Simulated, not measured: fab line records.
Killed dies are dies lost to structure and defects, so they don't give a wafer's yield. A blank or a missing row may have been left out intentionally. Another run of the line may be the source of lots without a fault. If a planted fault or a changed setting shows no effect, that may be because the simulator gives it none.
A struck lot beside a sound one :: flow n5Finfet :: 15 steps out of a route of 1938
Sound: these wafers, L369.2, L369.4, L369.5. Struck: wafer L383.5 (left out: L383.6, a lot-mate that was not struck); the cause follows at the end.
Per side, at each step with rows, come the tool, then ch with its chambers, and then its first start. Under that, the readings that differ: sound wafers :: struck wafers :: difference of the means :: sigmas: that difference in standard deviations of wafers without a fault.
alike: a reading whose means differ by less than 2 such deviations, as well as words and numbers matching on both sides. not compared: withheld readings; readings where some wafer has no value; bounds like >300 that might hide an equal value; numbers whose values overlap and for which the record gives no deviation.
Wherever a step has rows on one side only, a row that says differs or no value, or a row with sigmas, the two part there. Non-overlapping numbers with no deviation appear without sigmas and do not part them. A reading that every wafer of one side lacks parts them only if that side has two wafers or more.

first, 2 steps without rows for these wafers: N5_BEOL_M1_PEB_09 (peb time 60 s); N5_BEOL_M1_DEVELOP_10 (develop time 30 s).
N5_BEOL_M1_CD_MEAS_11: the cd target is 17.05 nm.
  sound on cdSem-03 ch 0, day 6 21:14; struck on cdSem-01 ch 0, day 10 07:58
  alike: cdNm
N5_BEOL_M1_OVL_MEAS_12:
  sound on overlay-01 ch 0, day 6 21:16; struck on overlay-01 ch 0, day 10 08:01
  alike: M1_OVL
N5_BEOL_M1_INSPECT_13: inspects for defects (brightfield).
  struck on defectInspect-01, day 10 08:04; sound on defectInspect-02, day 6 21:20
  alike: rawDefectCount
N5_BEOL_M1_DESCUM_16: chemistry O2, time 7 s.
  sound on rieDiel-04 ch 0,3, day 6 21:27; struck on rieDiel-03 ch 3, day 10 09:24
reading: rfVppV (V)
sound: 240.5 242.0 243.9
struck: 246.5
difference: +4.4
sigmas: +3

reading: showerheadPlenumPTorr (Torr)
sound: 1.99 1.99 2.18
struck: 2.23
difference: +0.18
sigmas: +2
  alike: drypumpMotorCurrentA, oesProductAu, throttleValvePct
  not compared: rfHoursCounterH
N5_BEOL_M1_ETCH_74: etches underlayer in N2/H2, target depth 6.5 nm, time 5.2 s.
  sound on rieDiel-04 ch 0,3, day 6 21:29; struck on rieDiel-03 ch 3, day 10 09:26
reading: rfVppV (V)
sound: 520 520 527
struck: 529
difference: +7
sigmas: +2

reading: showerheadPlenumPTorr (Torr)
sound: 2.42 2.42 2.66
struck: 2.70
difference: +0.20
sigmas: +2
  alike: drypumpMotorCurrentA, etchRfOnTimeS, oesProductAu, throttleValvePct
  not compared: rfHoursCounterH
N5_BEOL_M1_ETCH_63: etches SiARC in CF4, target depth 15.6 nm, time 26 s.
  sound on rieDiel-04 ch 0,3, day 6 21:30; struck on rieDiel-03 ch 3, day 10 09:27
reading: showerheadPlenumPTorr (Torr)
sound: 2.04 2.04 2.23
struck: 2.27
difference: +0.17
sigmas: +2
  alike: drypumpMotorCurrentA, etchRfOnTimeS, oesProductAu, rfVppV, throttleValvePct
  not compared: rfHoursCounterH
N5_BEOL_M1_ETCH_64: etches SOC in N2/H2, target depth 75 nm, overetch 15 nm, time 112.5 s.
  sound on rieDiel-04 ch 0,3, day 6 21:32; struck on rieDiel-03 ch 3, day 10 09:31
reading: showerheadPlenumPTorr (Torr)
sound: 2.42 2.42 2.66
struck: 2.70
difference: +0.20
sigmas: +2
  alike: drypumpMotorCurrentA, oesProductAu, rfVppV, throttleValvePct
  not compared: rfHoursCounterH
then, 2 steps without rows for these wafers: N5_BEOL_M1_STRIP_65 (strips in N2/H2); N5_BEOL_M1_STRIP_75 (strips in N2/H2).
N5_BEOL_M1_STRIP_66: strips in CF4.
  sound on rieDiel-04 ch 0,3, day 6 21:40; struck on rieDiel-03 ch 3, day 10 09:36
  alike: drypumpMotorCurrentA, oesProductAu, rfVppV, showerheadPlenumPTorr, throttleValvePct
  not compared: rfHoursCounterH
N5_BEOL_M1_HM_OPEN_17: chemistry Cl2/BCl3, target TiN, target depth 20 nm, overetch 6 nm.
  sound on rieMetal-02 ch 0,1, day 6 21:42; struck on rieMetal-02 ch 1, day 10 09:41
reading: model.SOC_of_BEOL_M1_COAT_61.thkNm (nm)
sound: 52 51.8 52
struck: 49
difference: -3
sigmas: 
  alike: drypumpMotorCurrentA, oesProductAu, throttleValvePct
  not compared: rfHoursCounterH, model.BEOL_M1.cdOffsetNm
then, 1 step without rows for these wafers: N5_BEOL_M1_STRIP_19 (strips in O2).
-- record jumps: 2 days separate the struck wafers' starts on either side; left off in module BEOL_M1, taken up again in module BEOL_M4, whose first shown step is the route's number 1111 --
N5_BEOL_M4_RC_MEAS_101:
  sound on prober-02 ch 0, day 9 02:28; struck on prober-02 ch 0, day 12 11:58
  alike: DIBL_N, DIBL_P, IOFF_N, IOFF_P, ION_N, ION_P, SS_N, SS_P, VT_N, VT_P

WHERE THEY PART
First at N5_BEOL_M1_DESCUM_16; last, within this record, at N5_BEOL_M1_ETCH_64. Later steps at which nothing parts them and some readings are alike: N5_BEOL_M1_STRIP_66, N5_BEOL_M1_HM_OPEN_17, N5_BEOL_M4_RC_MEAS_101.

WHY: whatever the simulator had introduced
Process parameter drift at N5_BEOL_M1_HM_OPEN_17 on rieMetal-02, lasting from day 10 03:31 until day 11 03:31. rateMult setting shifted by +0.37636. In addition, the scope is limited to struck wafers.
